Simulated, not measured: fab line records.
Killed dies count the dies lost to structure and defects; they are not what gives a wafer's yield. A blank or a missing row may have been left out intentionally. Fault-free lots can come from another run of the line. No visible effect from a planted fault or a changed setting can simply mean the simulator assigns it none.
Which of the tools did it? | flow n5-finfet | 28 wafers from 10 lots sampled at 6 of the route's 1938 steps

## WHAT EACH GAUGE READ, for each wafer
N5_BEOL_M6_OCD_MEAS_38. Usual: trench-depth-nm reads 94.0 nm (standard deviation 2.1).
lot  | measured     | on     | trench-depth-nm (nm) | flag
L496 | day 8 22:54  | ocd-02 | 94.3 95.5 93.7       |
L498 | day 9 01:06  | ocd-02 | 93.4 97.2 93.9       |
L499 | day 9 19:20  | ocd-01 | 96.8 89.1 92.3       |
L504 | day 10 18:23 | ocd-02 | 93.4 92.1            |
L506 | day 10 23:48 | ocd-02 | 93.7 92.0 96.1       |
L505 | day 11 00:06 | ocd-02 | 89.4 90.4 94.0       |
L507 | day 11 14:46 | ocd-01 | 92.3 93.1 94.9       |
L514 | day 13 13:52 | ocd-02 | 92.9 91.8            |
L516 | day 13 22:49 | ocd-02 | 94.5 94.3 95.4       |
L517 | day 14 11:02 | ocd-02 | 93.9 94.4 98.7       |

N5_BEOL_M6_INSPECT_58: inspects for defects (darkfield). Usual: raw-defect-count reads 73 (standard deviation 27).
lot  | measured     | on                | raw-defect-count | flag
L496 | day 9 02:14  | defect-inspect-02 | 105 62 71        |
L498 | day 9 06:19  | defect-inspect-01 | 145 84 135       |
L499 | day 9 23:05  | defect-inspect-02 | 86 92 58         |
L504 | day 10 20:44 | defect-inspect-02 | 80 52            |
L506 | day 11 01:58 | defect-inspect-02 | 1169 1115 1113   | OFF
L505 | day 11 02:55 | defect-inspect-01 | 1106 1118 1170   | OFF
L507 | day 11 17:29 | defect-inspect-01 | 1137 1145 1136   | OFF
L514 | day 13 16:29 | defect-inspect-02 | 39 35            |
L516 | day 14 02:02 | defect-inspect-01 | 106 65 65        |
L517 | day 14 15:04 | defect-inspect-01 | 40 40 47         |

N5_BEOL_M7_INSPECT_13: inspects for defects (brightfield). Usual: raw-defect-count reads 406 (standard deviation 98).
lot  | measured     | on                | raw-defect-count | flag
L496 | day 9 04:28  | defect-inspect-01 | 441 461 484      |
L498 | day 9 08:14  | defect-inspect-02 | 491 524 497      |
L499 | day 10 01:14 | defect-inspect-01 | 335 359 273      |
L504 | day 10 23:36 | defect-inspect-01 | 396 309          |
L506 | day 11 03:52 | defect-inspect-02 | 1717 1436 1441   | OFF
L505 | day 11 04:22 | defect-inspect-02 | 1387 1463 1415   | OFF
L507 | day 11 19:50 | defect-inspect-02 | 1421 1414 1414   | OFF
L514 | day 13 19:26 | defect-inspect-01 | 333 352          |
L516 | day 14 05:40 | defect-inspect-01 | 570 352 577      |
L517 | day 14 16:48 | defect-inspect-01 | 297 383 524      |

## WHICH TOOL RAN EACH LOT (tool, then ch and the chambers of the sampled wafers, then the start)
lot  | N5_BEOL_M6_ETCH_41                            | N5_BEOL_M6_SPUTTER_48        | N5_BEOL_M6_CMP_52
L496 | rie-diel-01 ch 0,1,3, day 8 22:54 or earlier  | pvd-sputter-02, day 9 00:46  | cmp-04 ch 1,2, day 9 01:47
L498 | rie-diel-01 ch 1,2,3, day 9 01:06 or earlier  | pvd-sputter-02, day 9 02:49  | cmp-04 ch 0,1,2, day 9 05:59
L499 | rie-diel-05 ch 0,1,3, day 9 19:20 or earlier  | pvd-sputter-02, day 9 21:43  | cmp-03 ch 0,2,3, day 9 22:38
L504 | rie-diel-04 ch 0,2, day 10 18:23 or earlier   | pvd-sputter-01, day 10 19:47 | cmp-04 ch 0,2, day 10 20:19
L506 | rie-diel-04 ch 0,1,3, day 10 23:48 or earlier | pvd-sputter-02, day 11 01:00 | cmp-04 ch 0,1,2, day 11 01:31
L505 | rie-diel-05 ch 1,2, day 11 00:06 or earlier   | pvd-sputter-02, day 11 01:17 | cmp-04 ch 0,3, day 11 02:27
L507 | rie-diel-01 ch 0,1,2, day 11 14:46 or earlier | pvd-sputter-01, day 11 16:20 | cmp-04 ch 0,2,3, day 11 17:02
L514 | rie-diel-01 ch 0,1, day 13 13:52 or earlier   | pvd-sputter-03, day 13 15:28 | cmp-03 ch 0, day 13 16:02
L516 | rie-diel-05 ch 0,2, day 13 22:49 or earlier   | pvd-sputter-02, day 14 00:11 | cmp-03 ch 2,3, day 14 01:38
L517 | rie-diel-04 ch 1,2,3, day 14 11:02 or earlier | pvd-sputter-03, day 14 14:06 | cmp-02 ch 0,3, day 14 14:38
- N5_BEOL_M6_ETCH_41: etches SiCN in CH3F/O2, target depth 29.7 nm, time 52 s.
- N5_BEOL_M6_SPUTTER_48: material Cu, target thk 10 nm, time 1.667 s.
- N5_BEOL_M6_CMP_52: polishes, stops on SiCOH lowk, t overpolish 6.9 s, target thk 80 nm.

## WHAT THE TOOLS THEMSELVES READ (means of the sampled wafers that have a number; where no wafer has one, the mark that the record gives instead)
N5_BEOL_M6_ETCH_41. Usual: chamber-pressure-mTorr 29.996 mTorr, standard deviation 0.029; drypump-motor-current-A 5.5 A, standard deviation 0.37; oes-product-au 0.79 a.u., standard deviation 0.081; rf-vpp-V 297.2 V, standard deviation 1.7; showerhead-plenum-p-Torr 1.99 Torr, standard deviation 0.083; throttle-valve-pct 16.31 %, standard deviation 0.25.
lot  | tool        | chamber-pressure-mTorr (mTorr) | drypump-motor-current-A (A) | oes-product-au (a.u.) | rf-vpp-V (V) | showerhead-plenum-p-Torr (Torr) | throttle-valve-pct (%) | flag
L496 | rie-diel-01 | 29.981                         | 5.7                         | 0.78                  | 297.4        | 2.00                            | 16.31                  |
L498 | rie-diel-01 | 29.995                         | 5.5                         | 0.76                  | 297.4        | 2.03                            | 16.38                  |
L499 | rie-diel-05 | 29.997                         | 5.1                         | 0.72                  | 297.0        | 1.96                            | 16.31                  |
L504 | rie-diel-04 | 30.014                         | 5.8                         | 0.91                  | 298.5        | 2.06                            | 16.29                  |
L506 | rie-diel-04 | 30.005                         | 5.6                         | 0.90                  | 298.9        | 2.08                            | 16.02                  |
L505 | rie-diel-05 | 30.018                         | 5.6                         | 0.77                  | 295.8        | 1.91                            | 16.35                  |
L507 | rie-diel-01 | 29.990                         | 5.5                         | 0.79                  | 297.3        | 1.98                            | 16.27                  |
L514 | rie-diel-01 | 30.000                         | 5.6                         | 0.77                  | 296.9        | 1.96                            | 16.30                  |
L516 | rie-diel-05 | 30.014                         | 5.1                         | 0.70                  | 295.6        | 1.86                            | 16.60                  |
L517 | rie-diel-04 | 30.016                         | 5.5                         | 0.86                  | 298.8        | 2.07                            | 16.17                  |

N5_BEOL_M6_SPUTTER_48. Usual: throttle-valve-pct reads 29.8 % (standard deviation 1.1).
lot  | tool           | throttle-valve-pct (%) | flag
L496 | pvd-sputter-02 | 29.0                   |
L498 | pvd-sputter-02 | 29.0                   |
L499 | pvd-sputter-02 | 29.7                   |
L504 | pvd-sputter-01 | 30.5                   |
L506 | pvd-sputter-02 | 29.0                   |
L505 | pvd-sputter-02 | 28.5                   |
L507 | pvd-sputter-01 | 30.6                   |
L514 | pvd-sputter-03 | 29.5                   |
L516 | pvd-sputter-02 | 29.7                   |
L517 | pvd-sputter-03 | 29.6                   |

N5_BEOL_M6_CMP_52. Usual: barrier-field-endpoint-s 28.8 s, standard deviation 0.82; motor-current-A 6.1 A, standard deviation 0.69; overpolish-run-s 6.901 s, standard deviation 0.009; retaining-ring-pressure-frac 1.000, standard deviation 0.0046; time-to-endpoint-s 61 s, standard deviation 4.1.
lot  | tool   | barrier-field-endpoint-s (s) | motor-current-A (A) | overpolish-run-s (s) | retaining-ring-pressure-frac | time-to-endpoint-s (s) | flag
L496 | cmp-04 | 28.7                         | 5.8                 | 6.902                | 0.999                        | 61                     |
L498 | cmp-04 | 28.5                         | 5.7                 | 6.903                | 0.995                        | 59                     |
L499 | cmp-03 | 29.2                         | 6.7                 | 6.898                | 1.004                        | 65                     |
L504 | cmp-04 | 28.3                         | 5.7                 | 6.910                | 1.001                        | 54                     |
L506 | cmp-04 | 28.7                         | 5.6                 | 6.903                | 1.000                        | 60                     |
L505 | cmp-04 | 28.8                         | 6.4                 | 6.903                | 1.001                        | 62                     |
L507 | cmp-04 | 28.9                         | 6.3                 | 6.890                | 0.997                        | 59                     |
L514 | cmp-03 | 30.2                         | 7.3                 | 6.899                | 1.005                        | 69                     |
L516 | cmp-03 | 28.3                         | 6.9                 | 6.902                | 0.999                        | 58                     |
L517 | cmp-02 | 29.5                         | 5.6                 | 6.895                | 1.002                        | 64                     |

## THE ANSWER, worked out from the rows above alone
Rule: lot off if the mean of its wafers having a number is beyond 3 standard deviations from the usual mean. A lot without any number at a reading at which 4 lots or more have one is off too. The other lots that the step has rows for count as sound. First the gauges in route order, then the tools' own readings, where a lot's mean is used as printed above. At the first step where some lot is off, the reading lying furthest off is the one used; lots without a number count as furthest.
Off at N5_BEOL_M6_INSPECT_58 (raw-defect-count): L506, L505, L507.
If a tool, at a process step before that reading, ran all the lots that are off and no sound lot after the first of them, it fits. The gauges at N5_BEOL_M6_INSPECT_58 are tried like those tools. N5_BEOL_M6_ETCH_41: start missing for some lots; hours and lot order therefore follow N5_BEOL_M6_OCD_MEAS_38. One fits: N5_BEOL_M6_CMP_52 on cmp-04. A fault onset in the window from L504 (day 10 20:19, its last sound lot) to L506 (day 11 01:31, its first lot off) fits.

## WHAT THE SIMULATOR HAD INSERTED
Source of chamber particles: cmp-04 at N5_BEOL_M6_CMP_52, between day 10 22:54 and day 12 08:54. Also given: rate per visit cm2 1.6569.
Shown lots that were struck: L506, L505, L507. The rule above found the same.
